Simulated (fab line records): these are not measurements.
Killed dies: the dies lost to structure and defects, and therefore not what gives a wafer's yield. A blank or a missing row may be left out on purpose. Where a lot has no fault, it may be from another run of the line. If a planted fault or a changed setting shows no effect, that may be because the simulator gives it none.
What tool caused it? + flow n5 finfet + 24 lots with 72 wafers sampled at 3 steps, on a route of 1938 steps

WHAT THE GAUGES READ, wafer by wafer
N5_BEOL_M5_CD_MEAS_28: target cd 30.6 nm, target cd y 20 nm. Usual: cd nm at 30.5 nm, with a standard deviation of 0.3.
| lot  | measured     | on        | cd nm (nm)     | flag |
|------|--------------|-----------|----------------|------|
| L074 | day 8 13:20  | cd sem-01 | 30.6 30.5 30.8 |      |
| L075 | day 8 21:19  | cd sem-01 | 30.3 30.1 30.2 |      |
| L076 | day 9 08:45  | cd sem-03 | 30.3 30.4 30.6 |      |
| L077 | day 9 08:49  | cd sem-01 | 30.1 30.7 30.5 |      |
| L078 | day 9 08:51  | cd sem-03 | 30.3 30.8 30.4 |      |
| L080 | day 10 00:45 | cd sem-02 | 30.1 30.4 30.5 |      |
| L081 | day 10 01:02 | cd sem-01 | 30.5 30.7 31.3 |      |
| L079 | day 10 03:32 | cd sem-02 | 30.0 30.5 30.0 |      |
| L083 | day 10 16:35 | cd sem-02 | 30.5 30.6 30.6 |      |
| L082 | day 10 19:24 | cd sem-03 | 30.1 30.2 30.3 |      |
| L084 | day 11 09:49 | cd sem-03 | 30.6 30.5 30.7 |      |
| L086 | day 11 12:03 | cd sem-03 | 30.9 30.4 30.4 |      |
| L085 | day 11 15:26 | cd sem-02 | 30.3 30.3 30.2 |      |
| L087 | day 12 03:36 | cd sem-01 | 30.7 30.6 30.3 |      |
| L089 | day 12 06:53 | cd sem-01 | 30.1 29.9 29.9 |      |
| L088 | day 12 07:04 | cd sem-01 | 30.2 30.4 30.3 |      |
| L090 | day 12 09:53 | cd sem-03 | 30.4 30.9 29.8 |      |
| L091 | day 13 00:32 | cd sem-01 | 30.8 30.4 30.5 |      |
| L092 | day 13 09:26 | cd sem-01 | 30.9 30.3 30.3 |      |
| L093 | day 13 09:13 | cd sem-03 | 30.3 30.4 30.9 |      |
| L095 | day 14 00:59 | cd sem-03 | 30.1 30.1 29.5 |      |
| L094 | day 14 02:52 | cd sem-02 | 30.5 31.1 30.9 |      |
| L096 | day 14 11:18 | cd sem-01 | 30.1 30.3 30.4 |      |
| L097 | day 14 11:05 | cd sem-02 | 30.5 30.9 30.9 |      |

TOOL THAT RAN EACH LOT (tool first, then ch and the chambers of the sampled wafers, then the start)
| lot  | N5_BEOL_M4_SPUTTER_96        | N5_BEOL_M5_ILD_DEP_00           |
|------|------------------------------|---------------------------------|
| L074 | pvd sputter-02, day 8 06:55  | pecvd-04 ch 0,2, day 8 09:00    |
| L075 | pvd sputter-02, day 8 16:09  | pecvd-02 ch 0,2, day 8 18:14    |
| L076 | pvd sputter-03, day 9 00:22  | pecvd-04 ch 1,2, day 9 02:28    |
| L077 | pvd sputter-01, day 9 04:10  | pecvd-01 ch 1,2, day 9 06:15    |
| L078 | pvd sputter-03, day 9 04:21  | pecvd-02 ch 0,2, day 9 06:26    |
| L080 | pvd sputter-03, day 9 19:09  | pecvd-04 ch 0,1, day 9 21:16    |
| L081 | pvd sputter-02, day 9 20:01  | pecvd-01 ch 0,1,2, day 9 22:20  |
| L079 | pvd sputter-01, day 9 23:08  | pecvd-01 ch 0,1,2, day 10 01:12 |
| L083 | pvd sputter-03, day 10 10:59 | pecvd-01 ch 0,1,2, day 10 13:02 |
| L082 | pvd sputter-01, day 10 14:39 | pecvd-04 ch 0,1, day 10 16:43   |
| L084 | pvd sputter-02, day 11 04:41 | pecvd-02 ch 0,1,2, day 11 06:46 |
| L086 | pvd sputter-03, day 11 06:29 | pecvd-02 ch 1,2, day 11 08:34   |
| L085 | pvd sputter-02, day 11 09:41 | pecvd-02 ch 0,2, day 11 11:45   |
| L087 | pvd sputter-03, day 11 20:38 | pecvd-04 ch 0,2, day 11 23:19   |
| L089 | pvd sputter-01, day 12 00:42 | pecvd-02 ch 0,2, day 12 02:46   |
| L088 | pvd sputter-02, day 12 01:05 | pecvd-02 ch 0,1, day 12 03:09   |
| L090 | pvd sputter-01, day 12 02:32 | pecvd-01 ch 1,2, day 12 04:41   |
| L091 | pvd sputter-03, day 12 19:43 | pecvd-02 ch 0,1,2, day 12 21:49 |
| L092 | pvd sputter-02, day 13 04:20 | pecvd-02 ch 0,1, day 13 06:25   |
| L093 | pvd sputter-03, day 13 04:49 | pecvd-01 ch 0,1, day 13 07:07   |
| L095 | pvd sputter-03, day 13 20:29 | pecvd-04 ch 0,1,2, day 13 22:34 |
| L094 | pvd sputter-01, day 13 20:38 | pecvd-01 ch 0,2, day 13 22:50   |
| L096 | pvd sputter-02, day 14 01:15 | pecvd-02 ch 1,2, day 14 03:20   |
| L097 | pvd sputter-01, day 14 02:56 | pecvd-04 ch 0,2, day 14 05:46   |
- N5_BEOL_M4_SPUTTER_96: material Cu, target thk 4.5 nm, time 8.29 s.
- N5_BEOL_M5_ILD_DEP_00: deposits SiCOH lowk from DEMS/porogen, target thk 140.64 nm, time 25.9 s.

WHAT THE TOOLS THEMSELVES READ (means of the sampled wafers that have a number; where no wafer has one, the mark that the record gives instead)
N5_BEOL_M4_SPUTTER_96. Usual: chuck sensor temp C -16.3 C, standard deviation 0.42; throttle valve pct 30.1 %, standard deviation 0.87.
| lot  | tool           | chuck sensor temp C (C) | throttle valve pct (%) | flag |
|------|----------------|-------------------------|------------------------|------|
| L074 | pvd sputter-02 | -16.2                   | 29.5                   |      |
| L075 | pvd sputter-02 | -16.3                   | 30.3                   |      |
| L076 | pvd sputter-03 | -16.4                   | 30.6                   |      |
| L077 | pvd sputter-01 | -16.6                   | 29.8                   |      |
| L078 | pvd sputter-03 | -16.3                   | 30.5                   |      |
| L080 | pvd sputter-03 | -16.1                   | 30.4                   |      |
| L081 | pvd sputter-02 | -16.4                   | 30.0                   |      |
| L079 | pvd sputter-01 | -16.7                   | 30.7                   |      |
| L083 | pvd sputter-03 | -16.0                   | 30.2                   |      |
| L082 | pvd sputter-01 | -16.1                   | 30.6                   |      |
| L084 | pvd sputter-02 | -16.3                   | 29.8                   |      |
| L086 | pvd sputter-03 | -16.4                   | 30.8                   |      |
| L085 | pvd sputter-02 | -16.3                   | 29.9                   |      |
| L087 | pvd sputter-03 | -16.2                   | 30.5                   |      |
| L089 | pvd sputter-01 | -16.6                   | 29.8                   |      |
| L088 | pvd sputter-02 | -16.4                   | 29.7                   |      |
| L090 | pvd sputter-01 | -16.6                   | 30.0                   |      |
| L091 | pvd sputter-03 | -16.2                   | 30.6                   |      |
| L092 | pvd sputter-02 | -16.4                   | 29.9                   |      |
| L093 | pvd sputter-03 | -16.2                   | 30.7                   |      |
| L095 | pvd sputter-03 | -16.5                   | 30.4                   |      |
| L094 | pvd sputter-01 | -16.4                   | 30.4                   |      |
| L096 | pvd sputter-02 | -16.1                   | 30.2                   |      |
| L097 | pvd sputter-01 | -16.8                   | 30.2                   |      |

N5_BEOL_M5_ILD_DEP_00. Usual: heater power w 273 W, standard deviation 39; showerhead plenum p Torr 5.728 Torr, standard deviation 0.014; throttle valve pct 14.3 %, standard deviation 0.95.
| lot  | tool     | heater power w (W) | showerhead plenum p Torr (Torr) | throttle valve pct (%) | flag |
|------|----------|--------------------|---------------------------------|------------------------|------|
| L074 | pecvd-04 | 282                | 5.706                           | 13.9                   |      |
| L075 | pecvd-02 | 279                | 5.740                           | 14.2                   |      |
| L076 | pecvd-04 | 278                | 5.727                           | 14.2                   |      |
| L077 | pecvd-01 | 244                | 5.736                           | 14.9                   |      |
| L078 | pecvd-02 | 288                | 5.733                           | 14.1                   |      |
| L080 | pecvd-04 | 298                | 5.719                           | 14.5                   |      |
| L081 | pecvd-01 | 262                | 5.732                           | 14.0                   |      |
| L079 | pecvd-01 | 269                | 5.739                           | 14.1                   |      |
| L083 | pecvd-01 | 256                | 5.730                           | 14.2                   |      |
| L082 | pecvd-04 | 291                | 5.713                           | 14.5                   |      |
| L084 | pecvd-02 | 265                | 5.738                           | 14.7                   |      |
| L086 | pecvd-02 | 274                | 5.737                           | 14.2                   |      |
| L085 | pecvd-02 | 265                | 5.736                           | 14.1                   |      |
| L087 | pecvd-04 | 311                | 5.721                           | 12.9                   |      |
| L089 | pecvd-02 | 285                | 5.718                           | 14.6                   |      |
| L088 | pecvd-02 | 263                | 5.726                           | 15.2                   |      |
| L090 | pecvd-01 | 249                | 5.737                           | 15.0                   |      |
| L091 | pecvd-02 | 268                | 5.723                           | 14.6                   |      |
| L092 | pecvd-02 | 254                | 5.732                           | 15.2                   |      |
| L093 | pecvd-01 | 298                | 5.738                           | 14.9                   |      |
| L095 | pecvd-04 | 315                | 5.714                           | 13.8                   |      |
| L094 | pecvd-01 | 271                | 5.726                           | 13.7                   |      |
| L096 | pecvd-02 | 246                | 5.736                           | 14.6                   |      |
| L097 | pecvd-04 | 299                | 5.711                           | 13.0                   |      |

THE ANSWER, worked out from the rows above alone
Rule: lot off if the mean of its wafers having a number is beyond 3 standard deviations from the usual mean. Also off: a lot with no number at a reading for which 4 or more lots have one. The other lots that the step has rows for count as sound. First the gauges in route order, then the tools' own readings, where a lot's mean is used as printed above. The first step at which some lot is off is used, and at that step the reading that is off furthest; a lot without a number counts as furthest.
No lot is off at any reading shown: from this, nothing can be told.

WHAT THE SIMULATOR HAD PUT IN
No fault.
